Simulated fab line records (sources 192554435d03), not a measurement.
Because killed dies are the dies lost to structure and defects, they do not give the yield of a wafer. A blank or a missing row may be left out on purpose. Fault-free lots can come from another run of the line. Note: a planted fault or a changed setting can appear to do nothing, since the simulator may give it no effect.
fab line records	flow n5Finfet	part 2 of 2: steps 5 to 6 of 6
record: lots: 20	wafers: 60	lastDay: 22
route steps=1938 shown SDB@374 HKMG_FIN@403
lots with no fault: from the same line, run without faults
startH: hours from the record's opening day to when the first of the lot's shown wafers began	waitH: time in hours since the lot's previous step	" as in the row above	L1.1+2: several wafers, shown together as one row	- value missing, or start not given	* or withheld: withheld	< > ~ a bound
route shown NAME@n: a module of which the file shows steps, and the number in the route of the first	usual: mean/standard deviation taken from wafers without a fault	same: alike in all rows	chamber/n: place in a boat	sites: each site's reading	_std_site: standard deviation across them	_edge_site: the outer-site mean with the inner-site mean subtracted	radiusMm: for every site, how far away it sits from the centre of the wafer	mask NAME#n: copy n	behind: the tool/chamber that last shaped the wafer	hold: reason for holding the lot/hours on hold/outcome of the hold	device: names the non-switching transistor (n, p or np)	end of line: at the end of the route, the tests of the same wafers	a step given without rows: its recipe and nothing more	killed: dies lost to structure and defects at the first sort, not the wafer's yield	map: dies across one wafer; x = killed, . = not, _ = none there
set.NAME: setting as actually run; set.NAME@STEP: the setting as run at that earlier step	model.NAME: the simulator's own value behind a step, which no gauge read
the route's steps for a sample of lots (tables are steps, rows are wafers)
services: when a tool's chamber went out of use (startH, in hours from the record's first day, below 0 if earlier), for how many hours, and the reason
== steps ==
step: N5_HKMG_FIN_STRIP_92
recipe: chemistry: N2/H2	material: SOC	timeS: 20	powerW: 500	tempC: 40	pressureMtorr: 50	rfFrequencyHz: 6e+07	biasPowerW: 8	h2Frac: 0.5	n2FlowSccm: 300	h2FlowSccm: 300
usual: drypumpMotorCurrentA: 5.8/0.41	oesProductAu: 0.76/0.081	rfVppV: 54.4/0.91	showerheadPlenumPTorr: 3.39/0.13	throttleValvePct: 19.19/0.28
lot.wafer	tool	chamber	startH	waitH	drypumpMotorCurrentA	oesProductAu	rfHoursCounterH	rfVppV	showerheadPlenumPTorr	throttleValvePct
L075.2	rieDiel-05	2	86.58	0.1	5.8	0.73	190	54.0	3.47	19.16
L075.4	"	0	"	"	6.3	0.70	241	54.8	3.46	19.64
L075.5	"	0	"	"	6.3	0.69	-	54.0	3.46	19.62
L078.4	rieDiel-04	3	99.33	0.1	5.2	0.72	204	54.9	3.46	19.70
L078.5	"	3	"	"	5.1	0.72	-	54.1	3.46	19.67
L078.6	"	0	"	"	6.1	0.70	-	54.0	3.19	19.22
L079.1	rieDiel-05	0	106.38	0.1	6.3	0.69	247	53.2	3.45	19.65
L079.3	"	2	"	"	5.8	0.72	197	54.9	3.46	19.14
L079.4	"	1	"	"	5.4	0.68	231	53.8	3.20	19.67
L080.3	rieDiel-05	0	111.32	0.1	6.3	0.68	249	53.9	3.45	19.67
L080.4	"	2	"	"	5.7	0.72	199	54.2	3.46	19.15
L080.5	"	0	"	"	6.3	0.68	-	52.9	3.45	19.67
L081.1	rieDiel-05	1	117.52	0.1	5.4	0.67	235	53.4	3.20	19.67
L081.2	"	2	"	"	5.7	0.70	201	56.0	3.46	19.13
L081.4	"	1	"	"	5.4	0.68	-	53.1	3.20	19.64
L082.1	rieDiel-05	2	126.56	0.1	5.8	0.71	205	54.6	3.46	19.15
L082.3	"	3	"	"	6.6	0.73	169	55.8	3.48	19.02
L082.6	"	3	"	"	6.6	0.73	-	55.1	3.48	19.02
L083.2	rieDiel-02	0	134.89	0.1	5.6	0.73	179	55.3	3.21	18.76
L083.3	"	1	"	"	5.8	0.76	150	54.2	3.49	18.97
L083.4	"	3	"	"	5.6	0.78	129	54.0	3.24	19.19
L084.4	rieDiel-02	3	137.02	0.1	5.6	0.78	130	55.6	3.24	19.17
L084.5	"	3	"	"	5.6	0.78	-	53.3	3.24	19.17
L084.6	"	0	"	"	5.6	0.72	-	54.3	3.21	18.76
L085.1	rieDiel-05	0	143.92	0.1	6.3	0.97	2	54.9	3.45	19.25
L085.2	"	2	"	"	5.8	0.71	212	53.4	3.46	19.18
L085.6	"	3	"	"	6.5	0.72	-	54.1	3.47	19.03
L086.3	rieDiel-04	1	149.53	0.1	5.5	0.91	29	52.7	3.29	19.12
L086.5	"	2	"	"	5.2	0.70	-	53.7	3.32	18.80
L086.6	"	1	"	"	5.6	0.91	-	53.2	3.29	19.13
L087.2	rieDiel-05	1	155.37	0.1	5.4	0.67	249	54.6	3.19	19.70
L087.4	"	0	"	"	6.3	0.94	7	52.7	3.45	19.26
L087.6	"	2	"	"	5.8	0.71	-	54.9	3.45	19.18
L088.2	rieDiel-02	1	159.73	0.1	5.8	0.75	159	53.5	3.49	18.99
L088.5	"	3	"	"	5.6	0.77	-	53.9	3.23	19.20
L088.6	"	0	"	"	5.6	0.71	-	54.1	3.21	18.77
L089.1	rieDiel-05	3	166.14	0.1	6.6	0.72	187	56.1	3.47	19.04
L089.2	"	0	"	"	6.3	0.93	12	54.4	3.45	19.29
L089.3	"	2	"	"	5.8	0.70	220	55.3	3.45	19.19
L090.3	rieDiel-02	1	171.87	0.1	5.8	0.75	163	53.6	3.49	18.99
L090.5	"	1	"	"	5.8	0.74	-	54.5	3.49	19.02
L090.6	"	0	"	"	5.6	0.72	-	53.1	3.21	18.77
L092.1	rieDiel-02	1	184.39	0.1	5.8	0.74	169	53.8	3.48	19.01
L092.2	"	2	"	"	5.7	0.79	99	55.2	3.53	19.40
L092.5	"	1	"	"	5.8	0.75	-	55.4	3.48	19.01
L093.1	rieDiel-02	2	188.16	0.1	5.7	0.81	101	56.0	3.53	19.39
L093.4	"	0	"	"	5.6	0.71	196	53.6	3.21	18.78
L093.5	"	0	"	"	5.6	0.71	-	54.3	3.21	18.81
L094.1	rieDiel-04	3	195.15	0.1	5.2	0.68	243	53.8	3.44	19.77
L094.5	"	1	"	"	5.6	0.90	-	53.4	3.28	19.15
L094.6	"	2	"	"	5.2	0.69	-	52.9	3.31	18.81
L095.4	rieDiel-02	2	202.79	0.1	5.7	0.79	105	54.0	3.53	19.41
L095.5	"	3	"	"	5.6	0.75	-	55.2	3.22	19.21
L095.6	"	2	"	"	5.7	0.79	-	54.2	3.53	19.42
L096.3	rieDiel-04	0	209.41	0.1	6.1	0.95	14	54.4	3.58	18.88
L096.4	"	2	"	"	5.2	0.69	223	55.0	3.31	18.82
L096.6	"	3	"	"	5.2	0.69	-	54.3	3.43	19.78
L097.3	rieDiel-05	3	219.05	0.1	6.6	0.70	205	53.5	3.46	19.08
L097.4	"	0	"	"	6.3	0.89	31	55.0	3.44	19.30
L097.5	"	0	"	"	6.3	0.88	-	53.7	3.43	19.30
step: N5_HKMG_FIN_ETCH_86
recipe: chemistry: N2/H2	target: SOC	targetDepthA: 3932	stopOn: TiN	ionEnergyEv: 100	biasW: 61	pressureMtorr: 30	sourceW: 850	n2FlowSccm: 200	h2FlowSccm: 200
usual: drypumpMotorCurrentA: 5.8/0.45	oesProductAu: 0.76/0.095	rfVppV: 240.9/1.6	showerheadPlenumPTorr: 2.56/0.1	throttleValvePct: 17.94/0.16
lot.wafer	tool	chamber	startH	waitH	drypumpMotorCurrentA	oesProductAu	rfHoursCounterH	rfVppV	showerheadPlenumPTorr	throttleValvePct
L075.2	rieDiel-04	2	87.47	-	5.2	0.72	176	240.0	2.52	17.77
L075.4	"	1	"	"	5.5	0.97	-	239.7	2.50	17.87
L075.5	"	2	"	"	5.2	0.72	-	240.5	2.52	17.76
L078.4	rieDiel-05	2	100.21	-	5.8	0.72	195	242.2	2.63	18.08
L078.5	"	0	"	"	6.3	0.68	-	243.6	2.62	18.26
L078.6	"	1	"	"	5.4	0.68	-	239.1	2.42	18.08
L079.1	rieDiel-02	0	107.26	-	5.6	0.73	169	240.2	2.43	17.70
L079.3	"	2	"	"	5.7	0.82	71	244.2	2.69	17.94
L079.4	"	1	"	"	5.8	0.76	140	241.6	2.65	17.78
L080.3	rieDiel-05	2	112.20	-	5.8	0.71	199	243.6	2.62	18.11
L080.4	"	0	"	"	6.3	0.68	250	241.7	2.62	18.27
L080.5	"	0	"	"	6.3	0.68	-	243.1	2.62	18.25
L081.1	rieDiel-04	1	118.57	-	5.6	0.94	18	240.2	2.49	17.91
L081.2	"	2	"	"	5.2	0.71	188	239.8	2.52	17.80
L081.4	"	3	"	"	5.1	0.71	212	241.4	2.62	18.08
L082.1	rieDiel-04	0	127.47	-	6.1	0.68	239	239.5	2.41	18.07
L082.3	"	1	"	"	5.7	0.92	21	238.1	2.49	17.90
L082.6	"	0	"	"	6.1	0.68	-	240.0	2.41	18.05
L083.2	rieDiel-05	2	135.88	-	5.8	0.70	210	241.4	2.62	18.13
L083.3	"	1	"	"	5.4	0.67	242	239.2	2.41	18.10
L083.4	"	2	"	"	5.8	0.70	-	240.8	2.62	18.12
L084.4	rieDiel-02	3	137.89	-	5.7	0.78	130	240.9	2.45	17.97
L084.5	"	2	"	"	5.7	0.81	-	242.3	2.69	17.96
L084.6	"	3	"	"	5.7	0.78	-	239.2	2.45	17.97
L085.1	rieDiel-05	3	144.90	-	6.7	0.71	178	243.4	2.63	17.89
L085.2	"	1	"	"	5.4	0.67	244	238.5	2.41	18.10
L085.6	"	0	"	"	6.3	0.96	-	241.7	2.62	17.82
L086.3	rieDiel-05	1	150.40	-	5.4	0.67	247	238.6	2.41	18.11
L086.5	"	2	"	"	5.8	0.70	-	242.2	2.62	18.12
L086.6	"	1	"	"	5.4	0.67	-	238.5	2.41	18.12
L087.2	rieDiel-04	3	156.42	-	5.1	0.70	224	240.8	2.61	18.08
L087.4	"	0	"	"	6.1	0.68	250	237.3	2.41	18.07
L087.6	"	3	"	"	5.1	0.70	-	241.1	2.61	18.09
L088.2	rieDiel-02	3	160.60	-	5.6	0.77	140	238.9	2.44	17.97
L088.5	"	0	"	"	5.6	0.71	-	238.0	2.43	17.74
L088.6	"	1	"	"	5.8	0.73	-	242.7	2.65	17.81
L089.1	rieDiel-05	0	167.11	-	6.3	0.93	12	242.5	2.61	17.85
L089.2	"	3	"	"	6.6	0.71	187	241.0	2.63	17.90
L089.3	"	2	"	"	5.7	0.70	220	240.4	2.61	18.14
L090.3	rieDiel-05	0	172.83	-	6.3	0.91	15	241.0	2.61	17.85
L090.5	"	2	"	"	5.8	0.69	-	241.5	2.61	18.13
L090.6	"	0	"	"	6.3	0.92	-	240.7	2.61	17.84
L092.1	rieDiel-04	2	185.26	-	5.2	0.70	214	240.0	2.50	17.83
L092.2	"	1	"	"	5.6	0.89	44	239.5	2.48	17.93
L092.5	"	2	"	"	5.2	0.70	-	239.8	2.50	17.85
L093.1	rieDiel-04	2	189.06	-	5.1	0.69	216	239.7	2.50	17.83
L093.4	"	3	"	"	5.1	0.70	240	242.2	2.61	18.13
L093.5	"	3	"	"	5.1	0.69	-	241.9	2.61	18.12
L094.1	rieDiel-04	1	196.15	-	5.6	0.88	48	240.3	2.48	17.96
L094.5	"	3	"	"	5.1	0.68	-	242.1	2.60	18.13
L094.6	"	0	"	"	6.1	0.94	-	243.2	2.72	17.68
L095.4	rieDiel-04	0	203.66	-	6.1	0.93	11	242.8	2.72	17.68
L095.5	"	3	"	"	5.1	0.69	-	240.2	2.60	18.14
L095.6	"	0	"	"	6.1	0.94	-	243.6	2.72	17.68
L096.3	rieDiel-05	1	210.39	-	5.4	0.92	12	243.1	2.73	17.71
L096.4	"	0	"	"	6.3	0.89	28	241.6	2.60	17.86
L096.6	"	1	"	"	5.4	0.92	-	242.9	2.73	17.72
L097.3	rieDiel-02	0	219.99	-	5.6	0.70	206	239.0	2.42	17.76
L097.4	"	3	"	"	5.6	0.75	159	238.7	2.43	18.02
L097.5	"	3	"	"	5.6	0.75	-	238.6	2.43	18.02
== services ==
tool	chamber	startH	hours	kind
cmp-03	-	56.19	4.0	pm
cmp-04	-	66.87	3.8	pm
rieDiel-04	3	81.15	6.9	repair
rieDiel-05	0	113.99	-	clean
rieDiel-05	0	113.99	-	consumableReplace:focusRing
rieDiel-05	0	113.99	24.4	scheduledDown
rieDiel-05	0	113.99	24.4	ventCycle
cmp-04	-	116.21	6.9	pm
rieDiel-05	1	126.71	2.8	repair
rieDiel-05	2	144.20	3.8	repair
rieDiel-04	0	157.01	-	clean
rieDiel-04	0	157.01	-	consumableReplace:focusRing
rieDiel-04	0	157.01	-	consumableReplace:showerhead
rieDiel-04	0	157.01	20.0	scheduledDown
rieDiel-04	0	157.01	20.0	ventCycle
rieDiel-05	1	157.39	-	clean
rieDiel-05	1	157.39	-	consumableReplace:focusRing
rieDiel-05	1	157.39	-	consumableReplace:showerhead
cmp-02	-	163.22	4.0	repair
rieDiel-05	-	172.97	2.8	pm
cmp-02	-	183.58	18.2	repair
cmp-04	-	187.56	0.4	repair
rieDiel-04	3	212.32	-	clean
cmp-02	-	215.05	3.4	repair
